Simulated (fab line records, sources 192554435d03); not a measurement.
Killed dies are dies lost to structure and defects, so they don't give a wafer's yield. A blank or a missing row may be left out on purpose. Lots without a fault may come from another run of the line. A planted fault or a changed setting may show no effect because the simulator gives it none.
Which tool did it? | flow n5_finfet | 6 lots, 17 wafers sampled, at 1 step of a route of 1938

WHAT THE GAUGES READ, wafer by wafer
N5_SD_EPI_P_INSPECT_26: inspects for defects (darkfield).
lot  | measured    | on                | raw_defect_count
L743 | day 3 15:19 | defect_inspect-01 | 164 139 151
L745 | day 4 02:20 | defect_inspect-02 | 186 247 190
L747 | day 4 14:43 | defect_inspect-01 | 210 133
L749 | day 5 04:31 | defect_inspect-02 | 148 155 176
L754 | day 6 13:59 | defect_inspect-01 | 134 120 144
L756 | day 6 20:32 | defect_inspect-02 | 209 227 195

WHICH TOOL RAN EACH LOT (tool, then ch and the chambers of the sampled wafers, then the start)
The record holds no process step before these readings.

THE ANSWER, worked out from the rows above alone
Rule: what is usual is taken from the lots themselves. Put in order of their means at a reading, lots are off if they are a third of the lots or fewer, leave a main group of 4 or more, and stand apart from it by a gap of 3 or more times the standard deviation of the main group's means; of several such gaps the widest counts. A main group whose means are all the same, to the digits that the tables above print for the reading, isn't used. A lot without any number at a reading at which 4 lots or more have one is off too. The other lots that the step has rows for count as sound.
No lot is off at any reading shown: from this, nothing can be told.

WHAT THE SIMULATOR HAD PUT IN
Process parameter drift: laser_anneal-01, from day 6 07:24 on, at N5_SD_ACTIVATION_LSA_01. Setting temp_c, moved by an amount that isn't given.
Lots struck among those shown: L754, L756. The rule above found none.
